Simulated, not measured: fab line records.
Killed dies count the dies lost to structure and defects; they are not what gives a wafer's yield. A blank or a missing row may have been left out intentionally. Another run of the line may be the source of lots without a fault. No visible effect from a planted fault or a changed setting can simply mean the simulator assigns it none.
A lot that was struck, set against a sound lot + flow n5_finfet + 19 steps out of a route of 1938
Sound: the wafers L504.4, L504.5. Struck: wafers L512.2, L512.4, L512.6. At the end, the cause is stated.
Each step with rows lists, per side, the tool, then ch with its chambers, then its first start. Under that, the readings that differ: sound wafers + struck wafers + difference of the means + sigmas: that difference in standard deviations of wafers without a fault.
alike: a reading whose means differ by less than 2 such deviations, as well as words and numbers matching on both sides. not compared: withheld readings; readings where some wafer has no value; bounds like >300 that might hide an equal value; numbers whose values overlap and for which the record gives no deviation.
The two part at a step that has a row with sigmas, a row that says differs or no value, or rows on one side only. Non-overlapping numbers with no deviation appear without sigmas and do not part them. A reading that every wafer of one side lacks parts them only if that side has two wafers or more.

first, 7 steps without rows for these wafers: N5_BEOL_M9_COAT_60 (time 60 s, resist thk 30 nm); N5_BEOL_M9_COAT_05 (resist thk 90 nm); N5_BEOL_M9_EBR_07; N5_BEOL_M9_SOFTBAKE_06 (time 60 s); N5_BEOL_M9_EXPOSE_08 (exposes mask M9); N5_BEOL_M9_PEB_09 (peb time 60 s); N5_BEOL_M9_DEVELOP_10 (develop time 30 s).
N5_BEOL_M9_CD_MEAS_11 targets a cd of 64.1 nm.
  sound on cd_sem-03 ch 0, day 11 19:49; struck on cd_sem-02 ch 0, day 13 14:09
  alike: cd_nm
N5_BEOL_M9_OVL_MEAS_12:
  sound on overlay-01 ch 0, day 11 19:51; struck on overlay-02 ch 0, day 13 14:11
  alike: M9_OVL
N5_BEOL_M9_INSPECT_13: inspects for defects (brightfield).
  sound on defect_inspect-01 at day 11 19:53; struck on defect_inspect-01 at day 13 14:13
  alike: raw_defect_count
N5_BEOL_M9_DESCUM_16: chemistry O2, time 7.9 s.
  sound on rie_diel-06 ch 2,3, day 11 19:55; struck on rie_diel-02 ch 1,2, day 13 14:18
  alike: drypump_motor_current_A, oes_product_au, rf_vpp_V, showerhead_plenum_p_Torr, throttle_valve_pct
  not compared: rf_hours_counter_h
N5_BEOL_M9_ETCH_61: etches SiARC in CF4, target depth 39 nm, time 65 s.
  sound on rie_diel-06 ch 2,3, day 11 19:56; struck on rie_diel-02 ch 1,2, day 13 14:20
  alike: bias_w, cf4_flow_sccm, drypump_motor_current_A, etch_rf_on_time_s, oes_product_au, rf_vpp_V, showerhead_plenum_p_Torr, throttle_valve_pct
  not compared: rf_hours_counter_h
N5_BEOL_M9_ETCH_62: etches SOC in N2/H2, target depth 110 nm, overetch 22 nm, time 165 s.
  sound on rie_diel-06 ch 2,3, day 11 19:59; struck on rie_diel-02 ch 1,2, day 13 14:23
  no value came back on the struck wafers for any of 8 readings (bias_w (W), chamber_pressure_mTorr (mTorr) and others); on the sound wafers bias_w (W) reads 149.7 150.0
| reading                                      | sound     | struck         | difference | sigmas |
|----------------------------------------------|-----------|----------------|------------|--------|
| model.CAR-ArF_of_BEOL_M9_COAT_05.thk_nm (nm) | 0 0       | 55.4 55.4 55.2 | +55.3      |        |
| model.SiARC_of_BEOL_M9_COAT_60.thk_nm (nm)   | 23.8 24.4 | 30 30.2 30     | +6         |        |
  not compared: rf_hours_counter_h
then, 1 step without rows for these wafers: N5_BEOL_M9_STRIP_68 (strips in N2/H2).
N5_BEOL_M9_STRIP_67: strips in CF4.
  sound on rie_diel-06 ch 2,3, day 11 20:08; struck on rie_diel-02 ch 1,2, day 13 14:32
  alike: drypump_motor_current_A, oes_product_au, rf_vpp_V, showerhead_plenum_p_Torr, throttle_valve_pct
  not compared: rf_hours_counter_h
N5_BEOL_M9_HM_OPEN_17: chemistry Cl2/BCl3, target TiN, target depth 20 nm, overetch 6 nm.
  sound on rie_metal-03 ch 0,1, day 11 20:13; struck on rie_metal-03 ch 0,1, day 13 14:34
| reading                | sound       | struck            | difference | sigmas |
|------------------------|-------------|-------------------|------------|--------|
| oes_product_au (a.u.)  | 0.68 0.68   | 0.29 0.30 0.29    | -0.39      | -7     |
| throttle_valve_pct (%) | 22.24 22.20 | 22.89 22.90 22.90 | +0.68      | +3     |
  alike: drypump_motor_current_A
  not compared: rf_hours_counter_h
N5_BEOL_M9_STRIP_19: strips in O2.
  sound on rie_diel-03 ch 1,2, day 11 20:19; struck on rie_diel-06 ch 1,2, day 13 14:41
| reading      | sound   | struck      | difference | sigmas |
|--------------|---------|-------------|------------|--------|
| rf_vpp_V (V) | 3.7 4.7 | 2.9 3.0 2.7 | -1.3       | -2     |
  alike: drypump_motor_current_A, oes_product_au, showerhead_plenum_p_Torr, throttle_valve_pct
  not compared: rf_hours_counter_h
N5_BEOL_M9_CD_MEAS_18: pitch 140 nm, target cd 70 nm.
  sound on cd_sem-03 at day 11 20:22; struck on cd_sem-02 at day 13 14:47
| reading    | sound     | struck | difference                    | sigmas |
|------------|-----------|--------|-------------------------------|--------|
| cd_nm (nm) | 70.9 69.9 | - - -  | no value on the struck wafers |        |
then, 1 step without rows for these wafers: N5_BEOL_M9_COAT_63 (time 60 s, resist thk 60 nm).

== WHERE THEY PART ==
Last at N5_BEOL_M9_CD_MEAS_18 as far as this record goes, first at N5_BEOL_M9_ETCH_62.

WHY: what had been put in by the simulator
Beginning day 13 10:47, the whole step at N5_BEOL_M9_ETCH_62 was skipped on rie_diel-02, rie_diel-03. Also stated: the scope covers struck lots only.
